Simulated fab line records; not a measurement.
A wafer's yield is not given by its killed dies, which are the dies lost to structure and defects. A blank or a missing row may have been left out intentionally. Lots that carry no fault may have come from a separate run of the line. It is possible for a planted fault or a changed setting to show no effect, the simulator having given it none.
Comparing a struck lot with a sound one -- flow nand_harc -- 24 steps out of a route of 1159
Sound: these wafers, L383.1, L383.2, L383.6. Struck: wafer L382.1 (L382.3, L382.4, from the same lot, were not struck and are left out); the cause is given at the end.
Each step with rows lists, per side, the tool, then ch with its chambers, then its first start. Under that, the readings that differ: sound wafers -- struck wafers -- difference of the means -- sigmas: that difference in standard deviations of wafers without a fault.
alike: a reading whose means differ by less than 2 such deviations, as well as words and numbers matching on both sides. not compared: withheld readings; readings where some wafer has no value; bounds like >300 that might hide an equal value; numbers whose values overlap and for which the record gives no deviation.
Wherever a step has rows on one side only, a row that says differs or no value, or a row with sigmas, the two part there. Non-overlapping numbers with no deviation appear without sigmas and do not part them. Lack of a reading on every wafer of one side parts them only where that side has two or more wafers.

NHARC_A_M0_INSPECT_27:
  sound on defect_inspect-01 at day 19 03:30; struck on defect_inspect-02 at day 19 03:08
  alike: raw_defect_count
NHARC_A_M0_PRE_CLEAN_31: time 12 s.
  sound on pecvd-04 ch 0,1,2, day 19 03:38; struck on pecvd-02 ch 2, day 19 03:30
  alike: heater_power_w
NHARC_A_M0_DEP_32: deposits SiCN, target thk 30 nm.
  sound on pecvd-04 ch 0,1,2, day 19 03:43; struck on pecvd-02 ch 2, day 19 03:35
  alike: heater_power_w
then, 8 steps without rows for these wafers: NHARC_A_M1_DEP_00 (deposits SiOC, target thk 182.5 nm); NHARC_A_M1_DEHYDRATE_01 (time 120 s); NHARC_A_M1_HMDS_02 (time 30 s); NHARC_A_M1_COAT_34 (time 65 s); NHARC_A_M1_COAT_03 (resist thk 90 nm); NHARC_A_M1_SOFTBAKE_04 (time 55 s); NHARC_A_M1_EBR_05; NHARC_A_M1_EXPOSE_06 (exposes mask A M1, target cd 120 nm).
NHARC_A_M1_PEB_07: peb time 65 s.
  sound on litho_track-04 ch 0, day 19 04:45; struck on litho_track-06 ch 0, day 19 04:38
reading,sound,struck,difference,sigmas
heater_power_total_W (W),157.1 156.1 156.7,162.2,+5.6,+14
  alike: exhaust_pa
then, 1 step without rows for these wafers: NHARC_A_M1_DEVELOP_08 (develop time 35 s).
NHARC_A_M1_CD_MEAS_09: the cd target is 120 nm.
  sound on cd_sem-02 ch 0, day 19 04:50; struck on cd_sem-02 ch 0, day 19 04:43
reading,sound,struck,difference,sigmas
cd_nm (nm),119.6 120.4 119.1,116.7,-3.0,-5
NHARC_A_M1_OVL_MEAS_10: pitch 240 nm.
  sound on overlay-02 at day 19 04:55; struck on overlay-01 at day 19 04:47
  alike: overlay_x_nm, overlay_y_nm
NHARC_A_M1_INSPECT_11:
  sound on defect_inspect-01 at day 19 04:57; struck on defect_inspect-02 at day 19 04:50
  alike: raw_defect_count
NHARC_A_M1_DESCUM_14: chemistry O2, time 3 s.
  sound on rie_diel-03 ch 2,3, day 19 05:01; struck on rie_diel-13 ch 0, day 19 04:54
reading,sound,struck,difference,sigmas
throttle_valve_pct (%),11.282 11.288 11.312,11.326,+0.032,+3
model.A_M1.cd_nm (nm),119.3 120.1 118.9,116.4,-3.0,
  alike: drypump_motor_current_A, oes_product_au, rf_vpp_V, showerhead_plenum_p_Torr
  not compared: rf_hours_counter_h
NHARC_A_M1_ETCH_35: etches the open film in N2/H2, target depth 40 nm, overetch 12 nm, time 43.94 s.
  sound on rie_diel-03 ch 0,2,3, day 19 05:07; struck on rie_diel-13 ch 3, day 19 04:59
  alike: drypump_motor_current_A, oes_product_au, rf_vpp_V, showerhead_plenum_p_Torr, throttle_valve_pct
  not compared: rf_hours_counter_h
NHARC_A_M1_ETCH_15: etches the open film in C4F8/Ar, target depth 182.5 nm, time 91.2 s.
  sound on rie_diel-03 ch 0,2,3; struck on rie_diel-13 ch 0
reading,sound,struck,difference,sigmas
oes_product_au (a.u.),0.972 0.984 0.965,0.923,-0.051,-2
  alike: rf_vpp_V
  not compared: rf_hours_counter_h
NHARC_A_M1_CD_MEAS_16:
  sound on cd_sem-01 at day 19 05:19; struck on cd_sem-03 at day 19 05:14
reading,sound,struck,difference,sigmas
cd_nm (nm),118.7 119.9 119.1,116.1,-3.1,-4
NHARC_A_M1_STRIP_18: strips in N2/H2.
  sound on rie_diel-03 ch 0,1, day 19 05:25; struck on rie_diel-13 ch 2, day 19 05:20
reading,sound,struck,difference,sigmas
oes_product_au (a.u.),1.008 1.000 1.006,0.989,-0.016,-2
  alike: drypump_motor_current_A, rf_vpp_V, showerhead_plenum_p_Torr, throttle_valve_pct
  not compared: rf_hours_counter_h
NHARC_A_M1_ETCH_28: etches the open film in CF4/N2, target depth 30 nm, time 72.99 s.
  sound on rie_diel-03 ch 0,1; struck on rie_diel-13 ch 3
reading,sound,struck,difference,sigmas
rf_vpp_V (V),310.7 314.2 310.1,315.1,+3.4,+2
showerhead_plenum_p_Torr (Torr),2.45 2.58 2.45,2.70,+0.21,+2
throttle_valve_pct (%),19.810 19.810 19.802,19.785,-0.022,-3
model.A_M1.cd_nm (nm),118.6 119.2 118.8,116.2,-2.7,
  alike: drypump_motor_current_A, oes_product_au
  not compared: rf_hours_counter_h
then, 1 step without rows for these wafers: NHARC_A_M1_STRIP_19 (strips in post etch residue remover, time 600 s).
NHARC_END_SORT_01:
  sound on prober-02 ch 0, day 21 01:15; struck on prober-01 ch 0, day 20 17:25
  alike: defect_limited_yield, killed_at_array, killed_at_other, killed_at_periphery, killed_dies, killed_open, killed_short, sort_bin_2_pct, sort_bin_3_pct, sort_bin_4_pct, sort_n_pass, sort_rim_yield_pct, sort_yield_pct

WHERE THEY PART
Last at NHARC_A_M1_ETCH_28 as far as this record goes, first at NHARC_A_M1_PEB_07. Later steps at which nothing parts them and some readings are alike: NHARC_END_SORT_01.

WHY: what had been put in by the simulator
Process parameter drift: litho_track-06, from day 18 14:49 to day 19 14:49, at NHARC_A_M1_PEB_07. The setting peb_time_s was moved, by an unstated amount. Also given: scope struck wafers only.
